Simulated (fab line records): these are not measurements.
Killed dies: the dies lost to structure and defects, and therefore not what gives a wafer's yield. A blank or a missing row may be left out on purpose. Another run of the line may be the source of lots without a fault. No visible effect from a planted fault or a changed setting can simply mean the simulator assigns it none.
Which of the tools did it? -- flow n5Finfet -- 72 wafers from 24 lots sampled at 5 of the route's 1938 steps

WHAT EACH GAUGE READ, for each wafer
N5_BEOL_M13_OVL_MEAS_29.
lot,measured,on,M13_OVL (nm)
L074,day 11 17:01,overlay-02,4 -1 2
L076,day 11 23:55,overlay-01,0 2 -8
L075,day 12 04:52,overlay-01,-8 2 -8
L077,day 12 05:38,overlay-01,-6 -15 -9
L078,day 12 07:47,overlay-01,-11 -10 -17
L079,day 12 22:05,overlay-02,-1 -2 -2
L080,day 13 04:11,overlay-02,2 -4 2
L083,day 13 12:34,overlay-01,-2 -17 -15
L081,day 13 13:05,overlay-01,1 13 4
L082,day 13 16:49,overlay-01,3 0 -2
L086,day 13 22:34,overlay-01,-10 -12 0
L084,day 14 00:13,overlay-02,7 -1 6
L087,day 14 17:56,overlay-01,1 2 0
L088,day 15 00:50,overlay-02,-10 -4 -5
L089,day 15 01:33,overlay-01,-5 -7 -4
L085,day 15 01:44,overlay-01,-2 -2 -5
L090,day 15 07:11,overlay-02,-1 0 4
L091,day 15 10:31,overlay-01,-10 -8 -15
L092,day 16 00:50,overlay-02,5 -1 3
L094,day 16 15:38,overlay-02,0 -3 1
L093,day 16 15:59,overlay-02,4 -4 3
L097,day 17 01:47,overlay-02,-5 -7 -6
L095,day 17 01:58,overlay-02,-10 -6 2
L096,day 17 12:45,overlay-01,3 -11 -8

N5_BEOL_M13_THK_MEAS_50: measures by xrf.
lot,measured,on,M13_THK (nm)
L074,day 11 20:51,filmMetro-01,421 424 423
L076,day 12 03:02,filmMetro-01,435 430 429
L075,day 12 11:29,filmMetro-02,412 422 430
L077,day 12 11:45,filmMetro-02,426 422 437
L078,day 12 12:17,filmMetro-01,433 422 427
L079,day 13 01:41,filmMetro-01,421 424 423
L080,day 13 07:23,filmMetro-01,423 425 424
L083,day 13 15:28,filmMetro-01,409 413 419
L081,day 13 16:34,filmMetro-02,421 405 413
L082,day 13 20:03,filmMetro-02,411 413 409
L086,day 14 02:15,filmMetro-01,422 421 418
L084,day 14 02:45,filmMetro-02,411 418 416
L087,day 14 22:09,filmMetro-02,420 422 434
L088,day 15 04:22,filmMetro-01,431 422 429
L089,day 15 06:39,filmMetro-01,420 408 415
L085,day 15 07:50,filmMetro-01,435 430 422
L090,day 15 09:26,filmMetro-01,426 433 435
L091,day 15 13:19,filmMetro-01,440 433 428
L092,day 16 02:54,filmMetro-01,418 427 422
L094,day 16 18:49,filmMetro-02,418 432 415
L093,day 16 19:06,filmMetro-01,408 413 406
L097,day 17 05:00,filmMetro-02,426 424 417
L095,day 17 06:58,filmMetro-01,435 428 433
L096,day 17 16:58,filmMetro-02,428 417 409

N5_BEOL_M13_RS_MEAS_54: measures by four-point-probe.
lot,measured,on,M13_RS (ohm/sq)
L074,day 11 20:59,filmMetro-02,0.0453 0.0451 0.0452
L076,day 12 03:10,filmMetro-02,0.0439 0.0444 0.0445
L075,day 12 11:36,filmMetro-01,0.0459 0.0449 0.0440
L077,day 12 11:52,filmMetro-02,0.0445 0.0448 0.0434
L078,day 12 12:25,filmMetro-02,0.0445 0.0453 0.0450
L079,day 13 01:49,filmMetro-02,0.0455 0.0452 0.0454
L080,day 13 07:31,filmMetro-02,0.0455 0.0454 0.0452
L083,day 13 15:35,filmMetro-01,0.0466 0.0460 0.0454
L081,day 13 16:41,filmMetro-01,0.0448 0.0464 0.0452
L082,day 13 20:11,filmMetro-01,0.0457 0.0456 0.0458
L086,day 14 02:23,filmMetro-01,0.0454 0.0453 0.0457
L084,day 14 02:53,filmMetro-01,0.0462 0.0453 0.0457
L087,day 14 22:17,filmMetro-02,0.0455 0.0452 0.0441
L088,day 15 04:29,filmMetro-01,0.0441 0.0450 0.0442
L089,day 15 06:47,filmMetro-01,0.0451 0.0464 0.0459
L085,day 15 07:58,filmMetro-01,0.0443 0.0445 0.0456
L090,day 15 09:34,filmMetro-01,0.0452 0.0446 0.0443
L091,day 15 13:27,filmMetro-02,0.0437 0.0445 0.0447
L092,day 16 03:02,filmMetro-02,0.0456 0.0446 0.0452
L094,day 16 18:56,filmMetro-01,0.0456 0.0443 0.0458
L093,day 16 19:14,filmMetro-02,0.0464 0.0460 0.0467
L097,day 17 05:08,filmMetro-02,0.0439 0.0442 0.0451
L095,day 17 07:08,filmMetro-02,0.0437 0.0443 0.0437
L096,day 17 17:07,filmMetro-01,0.0446 0.0456 0.0465

N5_BEOL_M13_INSPECT_55: inspects for defects (darkfield).
lot,measured,on,rawDefectCount
L074,day 11 21:00,defectInspect-02,70 100 125
L076,day 12 03:12,defectInspect-02,96 53 55
L075,day 12 11:38,defectInspect-02,62 50 43
L077,day 12 11:54,defectInspect-01,43 116 127
L078,day 12 12:26,defectInspect-02,83 72 73
L079,day 13 01:50,defectInspect-01,84 56 71
L080,day 13 07:32,defectInspect-01,105 87 144
L083,day 13 15:37,defectInspect-01,58 94 115
L081,day 13 16:43,defectInspect-01,67 78 49
L082,day 13 20:13,defectInspect-01,103 65 80
L086,day 14 02:24,defectInspect-01,68 53 54
L084,day 14 02:55,defectInspect-02,44 47 46
L087,day 14 22:19,defectInspect-02,54 79 56
L088,day 15 04:31,defectInspect-01,48 93 55
L089,day 15 06:49,defectInspect-01,59 47 76
L085,day 15 07:59,defectInspect-02,61 46 84
L090,day 15 09:35,defectInspect-02,47 53 42
L091,day 15 13:28,defectInspect-02,59 64 61
L092,day 16 03:04,defectInspect-02,55 63 49
L094,day 16 18:58,defectInspect-01,45 60 30
L093,day 16 19:15,defectInspect-01,79 55 67
L097,day 17 05:09,defectInspect-01,46 59 36
L095,day 17 07:10,defectInspect-01,53 84 149
L096,day 17 17:09,defectInspect-01,68 56 66

WHAT TOOL EACH LOT RAN ON (gives the tool, then ch and the chambers of the sampled wafers, and finally the start)
lot,N5_BEOL_M13_TRENCH_ETCH_34
L074,"rieDiel-06 ch 1,2, day 11 17:28"
L076,"rieDiel-04 ch 0,1,3, day 12 00:23"
L075,"rieDiel-03 ch 0,1,2, day 12 05:19"
L077,"rieDiel-03 ch 0,1,3, day 12 06:11"
L078,"rieDiel-04 ch 1,2, day 12 08:15"
L079,"rieDiel-06 ch 2,3, day 12 22:33"
L080,"rieDiel-03 ch 1,3, day 13 04:39"
L083,"rieDiel-06 ch 0,1,2, day 13 13:01"
L081,"rieDiel-06 ch 0,1,3, day 13 13:34"
L082,"rieDiel-06 ch 0,2,3, day 13 17:17"
L086,"rieDiel-06 ch 0,2,3, day 13 23:02"
L084,"rieDiel-03 ch 1,2,3, day 14 00:41"
L087,"rieDiel-04 ch 0,1,2, day 14 18:23"
L088,"rieDiel-03 ch 0,2,3, day 15 01:20"
L089,"rieDiel-06 ch 0,1,2, day 15 02:01"
L085,"rieDiel-03 ch 0,1,2, day 15 02:12"
L090,"rieDiel-06 ch 0,1,2, day 15 07:44"
L091,"rieDiel-04 ch 0,2, day 15 11:13"
L092,"rieDiel-06 ch 0,1,2, day 16 01:18"
L094,"rieDiel-04 ch 0,1,2, day 16 16:05"
L093,"rieDiel-06 ch 1,2, day 16 16:27"
L097,"rieDiel-04 ch 0,2,3, day 17 02:29"
L095,"rieDiel-04 ch 2,3, day 17 02:58"
L096,"rieDiel-06 ch 1,2,3, day 17 13:13"
- N5_BEOL_M13_TRENCH_ETCH_34: etches SiOC in C4F8/O2/Ar, target depth 413.47 nm, time 162.6 s.

WHAT THE TOOLS THEMSELVES READ (means of the sampled wafers that have a number; where no wafer has one, the mark that the record gives instead)
N5_BEOL_M13_TRENCH_ETCH_34.
lot,tool,O2_flow_sccm (sccm),drypumpMotorCurrentA (A),heOuterTorr (Torr),mfcArSccm (sccm),oesProductAu (a.u.),rfVppV (V),showerheadPlenumPTorr (Torr),throttleValvePct (%)
L074,rieDiel-06,8.021,5.8,30.00,398.8,0.73,662,3.28,24.42
L076,rieDiel-04,8.013,5.7,30.05,399.4,0.80,667,3.49,24.09
L075,rieDiel-03,8.002,5.6,30.04,399.5,0.84,667,3.45,24.05
L077,rieDiel-03,7.998,6.0,30.01,399.4,0.82,665,3.39,24.08
L078,rieDiel-04,7.996,5.8,29.98,399.1,0.77,668,3.52,24.28
L079,rieDiel-06,7.983,5.8,30.00,401.5,0.71,661,3.27,24.33
L080,rieDiel-03,7.993,6.1,29.96,398.5,0.73,663,3.35,24.25
L083,rieDiel-06,7.988,5.6,30.03,399.0,0.70,664,3.35,24.58
L081,rieDiel-06,7.999,5.9,29.99,399.3,0.69,663,3.34,24.38
L082,rieDiel-06,7.996,5.8,29.94,400.0,0.69,663,3.34,24.43
L086,rieDiel-06,8.004,5.8,29.94,400.8,0.69,663,3.34,24.44
L084,rieDiel-03,7.970,5.9,30.01,400.3,0.77,665,3.38,24.22
L087,rieDiel-04,8.007,5.8,30.01,399.5,0.80,665,3.44,24.12
L088,rieDiel-03,8.006,5.8,30.01,399.9,0.84,666,3.41,24.07
L089,rieDiel-06,7.994,5.6,30.02,399.9,0.79,664,3.35,24.48
L085,rieDiel-03,8.010,5.6,30.04,401.1,0.81,666,3.44,24.08
L090,rieDiel-06,7.982,5.7,30.00,399.7,0.79,663,3.35,24.48
L091,rieDiel-04,7.998,5.9,29.99,401.1,0.84,664,3.37,23.96
L092,rieDiel-06,7.991,5.6,29.92,400.6,0.78,663,3.34,24.49
L094,rieDiel-04,8.021,5.8,30.05,400.0,0.78,665,3.43,24.14
L093,rieDiel-06,8.006,5.6,30.03,401.6,0.69,662,3.26,24.52
L097,rieDiel-04,8.013,5.8,30.01,400.5,0.81,666,3.45,24.03
L095,rieDiel-04,8.000,5.9,29.96,400.1,0.84,667,3.49,24.14
L096,rieDiel-06,8.018,5.9,30.02,400.2,0.77,664,3.38,24.19

THE ANSWER, worked out from the rows above alone
Rule: usual is defined by the lots themselves. The widest of any qualifying gaps counts: lots, ordered by their means at a reading, are off when they make up no more than a third of the lots, leave a main group of 4 or more, and stand apart from it by 3 or more times the standard deviation of that group's means. Not used: any main group whose means are identical at the precision the tables above print for the reading. A lot without any number at a reading at which 4 lots or more have one is off too. Any other lot the step has rows for is counted as sound. First the gauges in route order, then the tools' own readings, where a lot's mean is used as printed above. At the first step where some lot is off, the reading lying furthest off is the one used; lots without a number count as furthest.
No lot is off at any reading shown: from this, nothing can be told.

WHAT HAD BEEN PUT IN BY THE SIMULATOR
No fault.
